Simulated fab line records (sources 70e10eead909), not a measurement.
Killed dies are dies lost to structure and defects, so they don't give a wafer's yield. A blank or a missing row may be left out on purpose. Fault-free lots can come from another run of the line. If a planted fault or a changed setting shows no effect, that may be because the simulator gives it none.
A lot that was struck, set against a sound lot    flow nand-harc    15 out of 1302 route steps
Sound: the wafers L543.3, L543.5, L543.6. The struck wafers were L549.2, L549.4, L549.6. The cause is named last.
Order at every step that has rows: each side's tool, ch and its chambers, its first start. Under that, the readings that differ: sound wafers    struck wafers    difference of the means    sigmas: that difference in standard deviations of wafers without a fault.
alike: a reading whose means differ by less than 2 such deviations, as well as words and numbers matching on both sides. not compared: withheld readings; readings where some wafer has no value; bounds like >300 that might hide an equal value; numbers whose values overlap and for which the record gives no deviation.
A row with sigmas, a row that says differs or no value, or rows on one side alone: a step with any of these is where the two part. When numbers do not overlap yet have no deviation, they are printed without sigmas and do not part them. Lack of a reading on every wafer of one side parts them only where that side has two or more wafers.

first, 4 steps without rows for these wafers: NHARC_P_CONTACT_EBR_08; NHARC_P_CONTACT_EXPOSE_09 (exposes mask P CA, target cd 90 nm); NHARC_P_CONTACT_PEB_10 (peb time 65 s); NHARC_P_CONTACT_DEVELOP_11 (develop time 35 s).
NHARC_P_CONTACT_CD_MEAS_12 targets a cd of 90 nm.
  sound on cd-sem-02 ch 0, day 9 11:12; struck on cd-sem-03 ch 0, day 12 02:00
  alike: cd-nm
NHARC_P_CONTACT_OVL_MEAS_13:
  sound on overlay-01, day 9 11:17; struck on overlay-01, day 12 02:05
  alike: overlay-x-nm, overlay-y-nm
NHARC_P_CONTACT_INSPECT_14:
  sound on defect-inspect-02, day 9 11:19; struck on defect-inspect-02, day 12 02:07
  alike: raw-defect-count
NHARC_P_CONTACT_DESCUM_17: chemistry O2, time 3 s.
  sound on rie-diel-03 ch 2,3, day 9 11:23; struck on rie-diel-04 ch 1,2,3, day 12 02:11
  alike: drypump-motor-current-A, oes-product-au, rf-vpp-V, showerhead-plenum-p-Torr, throttle-valve-pct
  not compared: rf-hours-counter-h
NHARC_P_CONTACT_ETCH_35: etches the open film in CF4, target depth 39 nm, time 65 s.
  sound on rie-diel-03 ch 0,2,3, day 9 11:29; struck on rie-diel-04 ch 0,3, day 12 02:16
  alike: bias-w, cf4-flow-sccm, drypump-motor-current-A, oes-product-au, rf-vpp-V, showerhead-plenum-p-Torr, throttle-valve-pct
  not compared: rf-hours-counter-h
NHARC_P_CONTACT_ETCH_36: etches the open film in N2/H2, target depth 260 nm, time 406.25 s.
  sound: rie-diel-03 ch 2,3; struck: rie-diel-04 ch 1,2,3
  alike: bias-w, chamber-pressure-mTorr, drypump-motor-current-A, oes-product-au, rf-vpp-V, showerhead-plenum-p-Torr, throttle-valve-pct
  not compared: rf-hours-counter-h
NHARC_P_CONTACT_ETCH_18: etches the open film in C4F8/O2/Ar, target depth 481 nm, time 240.5 s.
  sound: rie-diel-03 ch 0,1,2; struck: rie-diel-04 ch 0,1,3
  alike: bias-w, chamber-pressure-mTorr, oes-product-au, rf-vpp-V
  not compared: rf-hours-counter-h
then, 1 step without rows for these wafers: NHARC_P_CONTACT_STRIP_37 (strips in C4F8/O2/Ar).
NHARC_P_CONTACT_ETCH_31: etches the open film in CH3F/O2, target depth 30 nm, time 85.7 s.
  sound on rie-diel-03 ch 1,2,3, day 9 12:08; struck on rie-diel-04 ch 0,2,3, day 12 02:56
  no value came back on the struck wafers for any of 8 readings (bias-w (W), ch3f-flow-sccm (sccm) and others); on the sound wafers bias-w (W) reads 99.73 99.93 99.72
  not compared: rf-hours-counter-h
NHARC_P_CONTACT_CD_MEAS_19:
  sound on cd-sem-02, day 9 12:16; struck on cd-sem-03, day 12 03:04
  alike: cd-nm
-- the record jumps here: 19 days lie between the struck wafers' starts before and after (it left off in module P_CONTACT and takes up again in module END, whose first step shown is number 1302 of the route) --
NHARC_END_SORT_01:
  sound on prober-01 ch 0, day 27 17:01; struck on prober-02 ch 0, day 31 02:55
reading              sound     struck       difference  sigmas
killed-at-periphery  0 0 2     642 642 644  +642        +99 or more
killed-dies          69 58 77  677 677 677  +609        +32
  alike: killed-at-array, killed-at-other, killed-open, killed-short

== WHERE THEY PART ==
First at NHARC_P_CONTACT_ETCH_31; last, within this record, at NHARC_END_SORT_01.

WHY: the cause the simulator had injected
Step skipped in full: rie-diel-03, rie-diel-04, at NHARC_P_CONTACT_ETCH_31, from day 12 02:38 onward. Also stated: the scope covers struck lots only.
